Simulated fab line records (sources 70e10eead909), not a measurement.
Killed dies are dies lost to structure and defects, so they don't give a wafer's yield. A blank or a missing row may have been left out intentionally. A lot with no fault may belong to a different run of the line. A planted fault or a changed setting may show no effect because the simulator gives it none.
fab line records | flow nand-harc
record: lots: 24 wafers: 72 last-day: 34
route steps=1302 shown P_ZERO_WELL@67 P_STI@100 P_GATE@124 P_CONTACT@235
lots untouched by any fault: they come from a run of this same line in which no faults occurred
start-h: hours from the record's first day to the start of the lot's first wafer shown | wait-h: how many hours have passed since the lot's step before this one | " repeats the value in the row above | L1.1+2: one row covering several wafers at once | - either no value or no given start | * or withheld: withheld | < > ~ a bound
route shown NAME@n: a module of which the file shows steps, and the number in the route of the first | usual: the fault-free wafers' mean and standard deviation | same: alike in all rows | chamber/n: place in a boat | sites: each site's reading | _std_site: the standard deviation of these | _edge_site: mean of outer sites minus mean of inner sites | radius-mm: how far each site lies from the wafer's centre | mask NAME#n: copy n | behind: the last tool/chamber to shape the wafer | hold: the reason the lot was held/the length of the hold in hours/how it ended | device: names the non-switching transistor (n, p or np) | end of line: tests of these same wafers at the route's end | a step given without rows: its recipe and nothing more | killed: dies lost to structure and defects at the first sort, not the wafer's yield | map: a wafer's dies, x killed, . not, _ none there
set.NAME: the setting that was run; set.NAME@STEP: the one run at that earlier step | model.NAME: the simulator's own value behind a step, which no gauge read
the route's steps for a sample of lots (tables are steps, rows are wafers)
services: a tool's chamber out of use, with start hour (start-h, from the record's first day; less than 0 if before it), hours out, and reason
== steps ==
step: NHARC_P_ZERO_WELL_RTA_42
recipe: temp-c: 1100 time-s: 300
usual: lamp-power-pct: 35.0/2.3 wafer_temp_C_max: 1103.4/0.84
columns lot.wafer tool chamber start-h wait-h lamp-power-pct wafer_temp_C_max
L074.3 rtp-anneal-02 0 27.01 - 36.9 1103.5
L074.5 " 0 " " 36.9 1103.6
L074.6 " 0 " " 37.0 1102.1
L075.2 rtp-anneal-01 0 37.18 - 32.4 1104.2
L075.5 " 0 " " 32.3 1103.8
L075.6 " 0 " " 32.3 1104.8
L076.2 rtp-anneal-02 0 47.64 - 37.0 1103.1
L076.3 " 0 " " 36.9 1102.9
L076.6 " 0 " " 37.0 1102.7
L077.2 rtp-anneal-02 0 56.98 - 37.0 1103.5
L077.5 " 0 " " 37.0 1102.4
L077.6 " 0 " " 36.9 1102.8
L078.1 rtp-anneal-02 0 67.01 - 37.0 1103.1
L078.4 " 0 " " 37.1 1103.8
L078.6 " 0 " " 37.0 1102.7
L079.1 rtp-anneal-01 0 76.90 - 32.4 1104.0
L079.3 " 0 " " 32.4 1104.0
L079.5 " 0 " " 32.4 1102.8
L080.1 rtp-anneal-02 0 86.82 - 37.0 1103.0
L080.2 " 0 " " 36.9 1102.1
L080.3 " 0 " " 37.0 1101.6
L081.1 rtp-anneal-02 0 97.00 - 36.9 1102.6
L081.3 " 0 " " 36.9 1102.8
L081.6 " 0 " " 36.9 1103.1
L082.2 rtp-anneal-02 0 106.91 - 36.9 1104.1
L082.4 " 0 " " 37.0 1101.8
L082.6 " 0 " " 37.0 1102.2
L083.2 rtp-anneal-02 0 117.37 - 37.0 1102.8
L083.4 " 0 " " 37.0 1102.6
L083.5 " 0 " " 37.0 1102.7
L084.1 rtp-anneal-01 0 126.98 - 32.3 1105.0
L084.2 " 0 " " 32.3 1103.8
L084.4 " 0 " " 32.4 1103.1
L085.2 rtp-anneal-01 0 136.95 - 32.4 1104.0
L085.3 " 0 " " 32.3 1105.5
L085.4 " 0 " " 32.4 1104.3
L086.2 rtp-anneal-02 0 147.17 - 36.9 1103.1
L086.4 " 0 " " 37.0 1103.5
L086.5 " 0 " " 36.9 1104.0
L087.1 rtp-anneal-01 0 156.67 - 32.4 1103.3
L087.2 " 0 " " 32.4 1102.7
L087.3 " 0 " " 32.4 1103.3
L088.1 rtp-anneal-01 0 166.80 - 32.4 1103.7
L088.2 " 0 " " 32.4 1105.5
L088.3 " 0 " " 32.4 1104.5
L089.1 rtp-anneal-02 0 176.93 - 37.0 1103.0
L089.2 " 0 " " 36.9 1103.4
L089.5 " 0 " " 36.9 1102.9
L090.2 rtp-anneal-01 0 186.74 - 32.4 1104.1
L090.5 " 0 " " 32.3 1104.0
L090.6 " 0 " " 32.3 1104.8
L091.1 rtp-anneal-02 0 196.88 - 36.9 1103.6
L091.3 " 0 " " 36.9 1103.4
L091.5 " 0 " " 37.0 1104.1
L092.1 rtp-anneal-02 0 207.01 - 36.9 1103.5
L092.4 " 0 " " 36.9 1102.8
L092.6 " 0 " " 36.9 1103.1
L093.2 rtp-anneal-01 0 217.37 - 32.4 1103.0
L093.3 " 0 " " 32.4 1103.9
L093.5 " 0 " " 32.4 1104.0
L094.3 rtp-anneal-02 0 226.96 - 36.9 1102.0
L094.4 " 0 " " 36.8 1101.4
L094.6 " 0 " " 36.9 1102.6
L095.1 rtp-anneal-01 0 237.11 - 32.4 1104.0
L095.4 " 0 " " 32.4 1102.8
L095.5 " 0 " " 32.3 1103.5
L097.3 rtp-anneal-02 0 260.14 - 37.0 1102.1
L097.4 " 0 " " 37.1 1103.2
L097.6 " 0 " " 37.0 1102.7
L096.2 rtp-anneal-01 0 277.53 - 32.3 1104.8
L096.3 " 0 " " 32.4 1104.6
L096.6 " 0 " " 32.3 1103.7
step: NHARC_P_STI_CMP_21
recipe: t-overpolish-s: 20 target-thk-nm: 380.67
usual: motor-current-A: 12.0/0.99 overpolish-run-s: 20.000/0.0091 slurry-flow-ml-min: 150.0/0.52
columns lot.wafer tool chamber start-h wait-h motor-current-A overpolish-run-s slurry-flow-ml-min
L074.3 cmp-01 2 64.98 0.4 10.5 19.994 150.1
L074.6 " 3 " " 13.3 19.998 149.4
L074.5 " 0 " " 13.0 19.993 150.6
L075.2 cmp-01 1 76.68 0.4 12.3 19.999 150.7
L075.6 " 0 " " 14.0 19.992 149.7
L075.5 " 1 " " 10.6 20.008 150.7
L076.2 cmp-04 0 83.70 0.4 11.2 19.994 150.6
L076.3 " 1 " " 12.2 20.001 150.0
L076.6 " 0 " " 11.3 19.983 149.7
L077.2 cmp-03 1 92.53 0.4 11.3 20.010 149.2
L077.5 " 1 " " 11.0 19.993 150.0
L077.6 " 2 " " 13.8 19.992 150.1
L078.1 cmp-03 2 102.70 0.4 12.8 19.995 150.1
L078.4 " 3 " " 10.9 20.008 151.3
L078.6 " 2 " " 13.2 19.996 150.2
L079.1 cmp-03 3 114.65 0.4 11.3 19.985 149.2
L079.3 " 0 " " 13.3 19.999 150.1
L079.5 " 3 " " 11.2 20.006 150.0
L080.3 cmp-04 3 123.34 0.4 12.6 20.006 151.3
L080.1 " 1 " " 13.2 19.988 151.1
L080.2 " 2 " " 11.7 19.992 150.2
L081.1 cmp-03 2 139.48 0.4 13.2 19.996 150.0
L081.3 " 0 " " 12.7 20.004 150.1
L081.6 " 2 " " 13.0 19.993 150.0
L082.4 cmp-03 1 144.14 0.4 10.8 20.002 150.5
L082.2 " 0 " " 12.8 20.005 150.3
L082.6 " 1 " " 10.1 20.008 150.0
L083.2 cmp-04 0 153.78 0.4 11.1 20.007 149.8
L083.4 " 2 " " 11.5 19.996 150.5
L083.5 " 0 " " 10.9 20.020 149.4
L084.4 cmp-04 2 161.25 0.4 12.6 20.000 150.4
L084.1 " 3 " " 12.0 20.007 149.2
L084.2 " 0 " " 11.4 19.994 150.4
L085.2 cmp-01 0 174.23 0.4 13.1 20.009 150.1
L085.4 " 1 " " 11.3 20.003 150.7
L085.3 " 2 " " 10.3 19.999 149.9
L086.4 cmp-01 3 180.57 0.4 12.6 20.017 150.2
L086.2 " 0 " " 13.7 20.006 149.4
L086.5 " 3 " " 12.7 19.994 150.4
L087.2 cmp-04 2 194.90 0.4 11.7 20.005 149.6
L087.3 " 0 " " 11.6 20.010 149.3
L087.1 " 1 " " 12.7 19.991 149.8
L088.3 cmp-03 0 209.98 0.4 12.5 19.995 150.3
L088.1 " 1 " " 10.0 20.007 150.1
L088.2 " 3 " " 11.9 19.999 150.3
L089.1 cmp-01 2 210.00 0.4 11.0 19.990 149.1
L089.2 " 3 " " 13.7 20.010 150.6
L089.5 " 1 " " 11.5 20.015 150.0
L090.2 cmp-01 3 224.22 0.4 12.4 19.992 149.9
L090.6 " 2 " " 11.0 20.005 150.1
L090.5 " 3 " " 13.2 19.989 150.4
L091.3 cmp-04 3 234.75 0.4 12.8 19.986 150.0
L091.1 " 1 " " 12.5 19.982 150.4
L091.5 " 2 " " 11.8 19.979 150.1
L092.1 cmp-03 2 249.88 0.4 13.3 20.001 149.7
L092.4 " 0 " " 12.3 20.000 149.9
L092.6 " 2 " " 13.3 20.005 150.1
L093.2 cmp-04 3 255.27 0.4 12.2 20.008 149.8
L093.3 " 0 " " 11.1 19.991 149.8
L093.5 " 3 " " 12.5 19.996 150.5
L094.4 cmp-04 2 263.36 0.4 12.5 19.992 150.6
L094.3 " 3 " " 12.5 19.982 150.5
L094.6 " 2 " " 11.6 20.008 150.0
L095.4 cmp-04 3 270.93 0.4 12.1 19.998 149.9
L095.1 " 1 " " 12.8 20.002 150.1
L095.5 " 3 " " 12.2 19.987 149.9
L097.4 cmp-04 2 293.31 0.4 12.5 20.017 150.0
L097.3 " 3 " " 12.2 20.003 150.0
L097.6 " 0 " " 10.8 20.003 149.9
L096.3 cmp-01 3 313.83 0.4 13.1 20.012 150.3
L096.2 " 0 " " 13.7 19.988 150.3
L096.6 " 2 " " 11.0 20.013 150.4
step: NHARC_P_GATE_DESCUM_13
recipe: time-s: 3 o2-flow-sccm: 200 ar-flow-sccm: 0 bias-power-w: 0 chemistry: O2
usual: drypump-motor-current-A: 5.6/0.45 oes-product-au: 1.001/0.0073 rf-vpp-V: 57.6/0.94 showerhead-plenum-p-Torr: 1.88/0.079 throttle-valve-pct: 11.311/0.0095
columns lot.wafer tool chamber start-h wait-h drypump-motor-current-A oes-product-au rf-hours-counter-h rf-vpp-V showerhead-plenum-p-Torr throttle-valve-pct
L074.3 rie-diel-08 1 84.85 - 5.4 1.001 3 57.8 2.01 11.310
L074.5 " 1 " " 5.4 1.011 - 58.7 2.01 11.320
L074.6 " 2 " " 6.0 1.010 - 57.1 1.81 11.327
L075.2 rie-diel-13 0 97.28 - 5.1 1.005 4 57.3 1.83 11.310
L075.5 " 2 " " 5.0 0.997 - 57.1 1.93 11.323
L075.6 " 3 " " 6.4 0.996 - 57.0 1.79 11.321
L076.3 rie-diel-08 1 97.43 - 5.4 1.008 4 57.5 2.01 11.303
L076.2 " 3 " " 6.2 1.005 4 56.6 1.90 11.314
L076.6 " 0 " " 5.4 1.018 - 58.9 1.96 11.312
L077.2 rie-diel-13 1 108.77 - 5.2 0.993 6 58.0 1.84 11.309
L077.6 " 1 " " 5.1 1.008 - 58.9 1.84 11.310
L077.5 " 2 " " 5.0 0.995 - 58.2 1.93 11.299
L078.1 rie-diel-13 0 121.94 - 5.1 0.991 6 56.9 1.83 11.314
L078.4 " 2 " " 5.0 0.990 8 58.0 1.93 11.295
L078.6 " 1 " " 5.2 0.994 - 57.1 1.84 11.286
L079.3 rie-diel-13 0 134.24 - 5.1 1.003 6 58.0 1.83 11.323
L079.1 " 1 " " 5.2 1.001 7 58.2 1.84 11.312
L079.5 " 0 " " 5.1 0.999 - 55.6 1.83 11.315
L080.3 rie-diel-06 3 140.11 - 5.5 0.998 0 57.2 1.79 11.311
L080.2 " 0 " " 5.4 1.004 0 58.0 1.81 11.314
L080.1 " 2 " " 5.0 1.019 0 58.0 1.96 11.317
L081.3 rie-diel-08 2 157.73 - 6.0 1.003 8 55.9 1.80 11.329
L081.1 " 0 " " 5.4 1.008 7 58.0 1.96 11.315
L081.6 " 1 " " 5.4 0.994 - 57.1 2.01 11.316
L082.2 rie-diel-06 1 157.88 - 6.4 1.002 2 56.3 1.81 11.322
L082.6 " 1 " " 6.4 0.997 - 58.6 1.81 11.303
L082.4 " 2 " " 5.0 0.996 - 57.6 1.96 11.314
L083.2 rie-diel-08 1 170.23 - 5.4 0.998 8 58.6 2.01 11.308
L083.4 " 2 " " 6.0 1.010 10 58.1 1.80 11.316
L083.5 " 2 " " 6.0 1.013 - 57.1 1.80 11.301
L084.4 rie-diel-08 0 178.38 - 5.4 1.017 9 58.1 1.96 11.307
L084.2 " 2 " " 6.0 1.004 10 57.8 1.80 11.308
L084.1 " 3 " " 6.2 1.005 10 59.0 1.89 11.320
L085.3 rie-diel-13 3 190.42 - 6.3 0.996 2 56.7 1.79 11.307
L085.4 " 0 " " 5.1 0.999 2 59.2 1.83 11.309
L085.2 " 2 " " 5.0 0.990 2 58.1 1.92 11.319
L086.4 rie-diel-06 0 198.60 - 5.4 0.994 5 57.7 1.80 11.301
L086.2 " 1 " " 6.5 0.985 5 59.2 1.81 11.297
L086.5 " 1 " " 6.4 0.993 - 57.7 1.81 11.295
L087.3 rie-diel-08 1 211.51 - 5.4 0.995 0 57.8 2.01 11.319
L087.1 " 3 " " 6.2 0.996 0 57.9 1.89 11.311
L087.2 " 0 " " 5.4 0.990 0 58.1 1.96 11.316
L089.1 rie-diel-08 0 227.31 - 5.4 1.005 1 58.6 1.96 11.305
L089.2 " 2 " " 6.0 1.005 1 57.2 1.80 11.330
L089.5 " 0 " " 5.4 0.992 - 58.3 1.96 11.318
L088.1 rie-diel-13 1 227.46 - 5.2 1.001 3 57.0 1.84 11.319
L088.3 " 2 " " 5.0 0.997 3 55.9 1.92 11.296
L088.2 " 3 " " 6.3 1.003 4 56.1 1.79 11.312
L090.2 rie-diel-08 0 242.07 - 5.4 1.001 1 56.9 1.96 11.322
L090.5 " 3 " " 6.2 1.007 - 59.0 1.89 11.316
L090.6 " 0 " " 5.4 1.010 - 58.5 1.96 11.309
L091.1 rie-diel-06 3 254.34 - 5.5 1.000 5 56.9 1.78 11.315
L091.3 " 0 " " 5.5 1.006 8 56.3 1.80 11.321
L091.5 " 3 " " 5.5 0.999 - 57.7 1.78 11.303
L092.4 rie-diel-08 1 267.61 - 5.4 1.015 4 58.6 2.00 11.320
L092.1 " 3 " " 6.2 0.997 4 58.1 1.89 11.318
L092.6 " 2 " " 6.0 1.010 - 56.4 1.80 11.320
L093.3 rie-diel-08 1 272.34 - 5.4 0.990 4 56.7 2.00 11.322
L093.2 " 0 " " 5.4 1.010 4 57.3 1.96 11.293
L093.5 " 1 " " 5.4 0.998 - 57.9 2.00 11.321
L094.4 rie-diel-06 3 280.53 - 5.5 0.990 8 57.7 1.78 11.326
L094.3 " 1 " " 6.4 0.999 10 57.1 1.81 11.309
L094.6 " 3 " " 5.5 1.002 - 57.5 1.78 11.334
L095.4 rie-diel-08 0 287.98 - 5.4 0.996 5 57.8 1.96 11.289
L095.1 " 1 " " 5.4 1.006 5 57.4 2.00 11.308
L095.5 " 0 " " 5.4 0.998 - 59.3 1.96 11.296
L097.3 rie-diel-08 1 310.09 - 5.4 1.002 6 58.8 2.00 11.296
L097.4 " 2 " " 6.0 1.018 6 57.6 1.80 11.308
L097.6 " 0 " " 5.4 0.992 - 59.4 1.96 11.317
L096.2 rie-diel-08 3 333.84 - 6.2 1.005 8 58.2 1.89 11.315
L096.3 " 0 " " 5.4 0.991 9 57.2 1.96 11.313
L096.6 " 2 " " 6.0 1.000 - 55.7 1.80 11.315
step: NHARC_P_GATE_HM_DEP_102
recipe: target-thk-a: 1200 temp-c: 400 material: aC
usual: throttle-valve-pct: 34.999/0.0082
columns lot.wafer tool chamber start-h wait-h throttle-valve-pct
L074.3 acl-dep-03 0 97.99 1.0 34.987
L074.5 " 0 " " 34.995
L074.6 " 0 " " 35.016
L076.2 acl-dep-01 0 111.96 2.5 34.994
L076.3 " 0 " " 35.006
L076.6 " 0 " " 34.988
L075.2 acl-dep-01 0 112.61 3.2 34.985
L075.5 " 0 " " 34.999
L075.6 " 0 " " 34.988
L077.2 acl-dep-01 0 123.50 2.0 34.999
L077.5 " 0 " " 34.985
L077.6 " 0 " " 34.991
L078.1 acl-dep-03 0 134.79 0.7 35.012
L078.4 " 0 " " 35.000
L078.6 " 0 " " 35.000
L079.1 acl-dep-03 0 146.66 0.4 35.011
L079.3 " 0 " " 34.992
L079.5 " 0 " " 35.003
L080.1 acl-dep-03 0 155.40 2.3 35.020
L080.2 " 0 " " 34.991
L080.3 " 0 " " 35.019
L081.1 acl-dep-03 0 170.28 0.4 35.004
L081.3 " 0 " " 34.995
L081.6 " 0 " " 35.018
L082.2 acl-dep-01 0 170.38 0.5 34.991
L082.4 " 0 " " 34.998
L082.6 " 0 " " 35.012
L083.2 acl-dep-03 0 185.03 2.7 34.987
L083.4 " 0 " " 35.004
L083.5 " 0 " " 35.003
L084.1 acl-dep-02 0 193.90 3.2 35.002
L084.2 " 0 " " 35.000
L084.4 " 0 " " 35.004
L085.2 acl-dep-01 0 207.41 4.8 35.006
L085.3 " 0 " " 34.996
L085.4 " 0 " " 34.990
L086.2 acl-dep-02 0 211.31 0.5 35.004
L086.4 " 0 " " 34.991
L086.5 " 0 " " 35.001
L087.1 acl-dep-03 0 223.79 0.4 35.010
L087.2 " 0 " " 34.998
L087.3 " 0 " " 35.004
L088.1 acl-dep-01 0 240.78 1.5 35.004
L088.2 " 0 " " 35.000
L088.3 " 0 " " 35.004
L089.1 acl-dep-02 0 241.40 2.1 34.999
L089.2 " 0 " " 35.002
L089.5 " 0 " " 35.013
L090.2 acl-dep-03 0 254.59 0.5 34.986
L090.5 " 0 " " 34.989
L090.6 " 0 " " 34.995
L091.1 acl-dep-02 0 266.76 0.4 34.997
L091.3 " 0 " " 35.003
L091.5 " 0 " " 34.997
L092.1 acl-dep-01 0 279.97 0.4 35.002
L092.4 " 0 " " 35.000
L092.6 " 0 " " 34.987
L093.2 acl-dep-03 0 285.24 0.5 34.986
L093.3 " 0 " " 34.991
L093.5 " 0 " " 34.979
L094.3 acl-dep-02 0 293.14 0.6 34.992
L094.4 " 0 " " 34.995
L094.6 " 0 " " 34.988
L095.1 acl-dep-01 0 301.28 0.9 34.992
L095.4 " 0 " " 35.001
L095.5 " 0 " " 34.994
L097.3 acl-dep-01 0 323.13 1.1 35.007
L097.4 " 0 " " 34.999
L097.6 " 0 " " 35.012
L096.2 acl-dep-03 0 347.16 1.1 35.001
L096.3 " 0 " " 35.012
L096.6 " 0 " " 34.994
step: NHARC_P_GATE_CD_MEAS_46
recipe: target-cd-nm: 720 landing-energy-ev: 500
usual: cd-nm: 720.6/1.4
columns lot.wafer tool chamber start-h wait-h cd-nm
L074.3 cd-sem-03 0 111.42 - 718.8
L074.5 " 0 " " 720.2
L074.6 " 0 " " 720.9
L076.2 cd-sem-02 0 125.06 - 718.6
L076.3 " 0 " " 718.9
L076.6 " 0 " " 721.4
L075.2 cd-sem-01 0 125.71 - 718.1
L075.5 " 0 " " 718.4
L075.6 " 0 " " 720.6
L077.2 cd-sem-03 0 136.64 - 721.6
L077.5 " 0 " " 721.6
L077.6 " 0 " " 720.0
L078.1 cd-sem-03 0 149.98 - 724.7
L078.4 " 0 " " 721.7
L078.6 " 0 " " 722.6
L079.1 cd-sem-01 0 160.16 - 721.6
L079.3 " 0 " " 722.9
L079.5 " 0 " " 721.8
L080.1 cd-sem-01 0 168.55 - 720.1
L080.2 " 0 " " 720.7
L080.3 " 0 " " 718.4
L081.1 cd-sem-02 0 183.56 - 721.7
L081.3 " 0 " " 720.8
L081.6 " 0 " " 720.4
L082.2 cd-sem-02 0 183.99 - 720.1
L082.4 " 0 " " 720.7
L082.6 " 0 " " 720.8
L083.2 cd-sem-02 0 198.10 - 716.4
L083.4 " 0 " " 718.2
L083.5 " 0 " " 717.4
L084.1 cd-sem-01 0 207.00 - 721.7
L084.2 " 0 " " 720.4
L084.4 " 0 " " 718.5
L085.2 cd-sem-01 0 220.79 - 721.7
L085.3 " 0 " " 722.0
L085.4 " 0 " " 723.3
L086.2 cd-sem-01 0 224.52 - 721.2
L086.4 " 0 " " 721.4
L086.5 " 0 " " 721.0
L087.1 cd-sem-01 0 237.12 - 717.7
L087.2 " 0 " " 720.2
L087.3 " 0 " " 717.8
L089.1 cd-sem-03 0 254.61 - 721.7
L089.2 " 0 " " 722.8
L089.5 " 0 " " 719.4
L088.1 cd-sem-02 0 260.08 - 720.3
L088.2 " 0 " " 718.0
L088.3 " 0 " " 720.2
L090.2 cd-sem-03 0 267.74 - 719.9
L090.5 " 0 " " 721.3
L090.6 " 0 " " 720.1
L091.1 cd-sem-03 0 279.93 - 722.4
L091.3 " 0 " " 721.0
L091.5 " 0 " " 719.1
L092.1 cd-sem-02 0 293.69 - 720.2
L092.4 " 0 " " 718.8
L092.6 " 0 " " 718.0
L093.2 cd-sem-03 0 298.36 - 718.9
L093.3 " 0 " " 720.5
L093.5 " 0 " " 720.4
L094.3 cd-sem-01 0 308.20 - 722.6
L094.4 " 0 " " 721.0
L094.6 " 0 " " 720.6
L095.1 cd-sem-02 0 314.48 - 719.2
L095.4 " 0 " " 721.5
L095.5 " 0 " " 720.5
L097.3 cd-sem-03 0 336.28 - 722.2
L097.4 " 0 " " 720.4
L097.6 " 0 " " 723.2
L096.2 cd-sem-02 0 362.29 - 720.0
L096.3 " 0 " " 721.3
L096.6 " 0 " " 721.2
step: NHARC_P_CONTACT_DESCUM_17
recipe: time-s: 3 o2-flow-sccm: 200 ar-flow-sccm: 0 bias-power-w: 0 chemistry: O2
usual: drypump-motor-current-A: 5.74/0.27 oes-product-au: 0.999/0.0063 rf-vpp-V: 57.7/0.99 showerhead-plenum-p-Torr: 1.94/0.088 throttle-valve-pct: 11.312/0.0092
columns lot.wafer tool chamber start-h wait-h drypump-motor-current-A oes-product-au rf-hours-counter-h rf-vpp-V showerhead-plenum-p-Torr throttle-valve-pct
L074.3 rie-diel-09 1 119.48 0.1 5.80 1.000 4.3 56.0 1.91 11.306
L074.5 " 3 " " 6.36 0.980 - 58.2 1.90 11.306
L074.6 " 0 " " 5.60 0.995 - 57.2 1.84 11.316
L076.3 rie-diel-03 1 133.39 0.1 5.74 1.013 0.3 57.2 1.92 11.298
L076.2 " 2 " " 5.57 1.011 0.3 57.0 2.04 11.301
L076.6 " 0 " " 5.74 1.001 - 57.1 2.04 11.315
L075.2 rie-diel-10 1 134.08 0.1 5.77 1.000 3.9 57.2 1.97 11.307
L075.6 " 0 " " 6.19 1.006 - 56.7 1.82 11.309
L075.5 " 1 " " 5.77 1.004 - 57.3 1.97 11.313
L077.2 rie-diel-03 1 145.38 0.1 5.72 1.008 1.1 57.7 1.92 11.307
L077.6 " 3 " " 5.64 1.000 - 57.1 1.82 11.313
L077.5 " 0 " " 5.75 0.996 - 56.9 2.04 11.304
L078.1 rie-diel-10 3 158.24 0.1 5.38 0.994 5.0 58.9 1.93 11.311
L078.4 " 0 " " 6.18 1.007 4.9 58.9 1.82 11.321
L078.6 " 3 " " 5.37 0.995 - 56.8 1.93 11.316
L079.3 rie-diel-10 0 168.63 0.1 6.13 1.000 5.7 56.2 1.81 11.325
L079.1 " 2 " " 5.58 0.997 4.7 59.3 2.05 11.314
L079.5 " 3 " " 5.38 0.994 - 57.4 1.93 11.304
L080.1 rie-diel-10 1 176.65 0.1 5.74 1.008 5.7 57.4 1.97 11.312
L080.3 " 2 " " 5.60 0.996 5.2 58.6 2.05 11.324
L080.2 " 0 " " 6.16 1.004 6.0 57.0 1.82 11.312
L081.3 rie-diel-03 1 191.80 0.1 5.76 0.985 2.2 57.4 1.92 11.317
L081.1 " 2 " " 5.57 0.993 2.4 58.7 2.04 11.317
L081.6 " 2 " " 5.57 0.995 - 56.6 2.04 11.309
L082.4 rie-diel-09 0 192.75 0.1 5.60 1.000 0.6 57.6 1.84 11.303
L082.2 " 2 " " 5.68 0.991 0.6 59.1 2.06 11.312
L082.6 " 0 " " 5.60 1.004 - 57.3 1.84 11.303
L083.2 rie-diel-10 3 206.34 0.1 5.40 1.012 7.5 58.1 1.93 11.294
L083.4 " 1 " " 5.77 0.997 6.8 58.0 1.97 11.318
L083.5 " 2 " " 5.59 1.004 - 57.6 2.05 11.328
L084.2 rie-diel-03 1 215.09 0.1 5.76 0.992 3.1 57.6 1.92 11.300
L084.1 " 2 " " 5.56 1.004 3.3 57.4 2.04 11.324
L084.4 " 3 " " 5.70 0.994 - 57.9 1.82 11.312
L085.2 rie-diel-10 3 228.87 0.1 5.38 1.003 8.8 56.4 1.93 11.310
L085.4 " 0 " " 6.24 1.009 8.3 56.4 1.81 11.317
L085.3 " 1 " " 5.77 1.000 7.9 56.6 1.97 11.317
L086.2 rie-diel-09 3 232.63 0.1 6.34 0.990 1.5 58.6 1.90 11.304
L086.4 " 0 " " 5.58 0.997 1.2 56.6 1.84 11.304
L086.5 " 1 " " 5.80 0.989 - 57.9 1.91 11.298
L087.3 rie-diel-03 1 245.33 0.1 5.75 1.001 4.1 57.5 1.92 11.304
L087.1 " 2 " " 5.57 1.001 4.3 57.7 2.04 11.333
L087.2 " 0 " " 5.75 0.989 1.8 57.8 2.04 11.304
L089.2 rie-diel-09 2 264.02 0.1 5.62 0.991 2.5 58.6 2.06 11.310
L089.1 " 3 " " 6.36 0.998 2.5 58.6 1.90 11.302
L089.5 " 2 " " 5.63 0.993 - 57.5 2.05 11.313
L088.3 rie-diel-03 0 268.27 0.1 5.74 0.994 2.5 58.9 2.04 11.315
L088.2 " 2 " " 5.58 1.003 5.2 58.4 2.04 11.313
L088.1 " 3 " " 5.67 0.998 5.2 57.1 1.82 11.330
L090.2 rie-diel-09 3 276.09 0.1 6.39 0.994 3.0 57.9 1.90 11.312
L090.6 " 2 " " 5.63 0.998 - 57.0 2.06 11.317
L090.5 " 3 " " 6.37 1.006 - 57.0 1.90 11.312
L091.3 rie-diel-09 3 288.14 0.1 6.40 0.998 3.4 57.9 1.90 11.313
L091.1 " 0 " " 5.58 1.007 2.6 59.3 1.84 11.306
L091.5 " 0 " " 5.58 0.994 - 58.9 1.84 11.294
L092.4 rie-diel-10 2 301.90 0.1 5.59 0.994 2.5 58.4 2.05 11.307
L092.1 " 1 " " 5.76 0.991 1.9 57.2 1.96 11.304
L092.6 " 2 " " 5.58 0.997 - 57.8 2.05 11.302
L093.3 rie-diel-10 2 306.45 0.1 5.61 1.001 3.0 60.1 2.05 11.303
L093.2 " 0 " " 6.22 1.001 2.3 56.5 1.81 11.321
L093.5 " 3 " " 5.38 0.993 - 58.3 1.93 11.307
L094.3 rie-diel-03 2 317.88 0.1 5.56 0.998 0.4 58.8 2.04 11.314
L094.4 " 3 " " 5.68 0.998 0.4 58.0 1.82 11.308
L094.6 " 3 " " 5.65 0.999 - 55.9 1.82 11.316
L095.1 rie-diel-10 2 323.38 0.1 5.58 1.004 5.0 58.9 2.05 11.332
L095.4 " 3 " " 5.39 1.006 4.3 58.8 1.92 11.302
L095.5 " 0 " " 6.20 1.005 - 57.1 1.81 11.313
L097.3 rie-diel-03 1 344.80 0.1 5.75 1.011 1.3 58.6 1.92 11.322
L097.4 " 2 " " 5.57 1.005 1.2 58.9 2.04 11.320
L097.6 " 2 " " 5.56 0.993 - 58.3 2.04 11.302
L096.3 rie-diel-10 3 370.57 0.1 5.38 1.007 7.0 58.6 1.92 11.309
L096.2 " 0 " " 6.20 1.007 7.2 57.3 1.81 11.307
L096.6 " 1 " " 5.78 0.989 - 57.6 1.96 11.327
== services ==
columns tool chamber start-h hours kind
rie-diel-10 - 5.72 0.6 repair
rtp-anneal-02 - 12.00 12.0 pm
cmp-04 - 13.00 4.0 pm
rie-diel-08 - 13.80 9.0 pm
rie-diel-10 - 18.98 0.5 repair
acl-dep-03 - 25.95 5.0 repair
rie-diel-08 0 61.95 3.9 repair
cmp-04 - 65.30 1.2 repair
rie-diel-10 - 65.50 9.0 pm
cmp-04 - 73.23 0.5 repair
cmp-04 - 88.26 1.9 repair
rie-diel-10 2 106.18 4.6 repair
cmp-04 - 111.00 4.0 pm
acl-dep-03 - 117.20 13.0 pm
cmp-04 - 121.82 0.8 repair
cmp-04 - 128.64 1.3 repair
cmp-04 - 148.72 1.7 repair
rie-diel-08 - 190.80 9.0 pm
cmp-04 - 191.31 2.4 repair
rie-diel-08 1 205.62 5.8 repair
rie-diel-08 - 310.86 0.7 repair
rie-diel-08 1 322.57 2.4 repair
rie-diel-08 1 341.79 3.7 repair
rie-diel-08 - 367.80 9.0 pm
== key ==
fault none
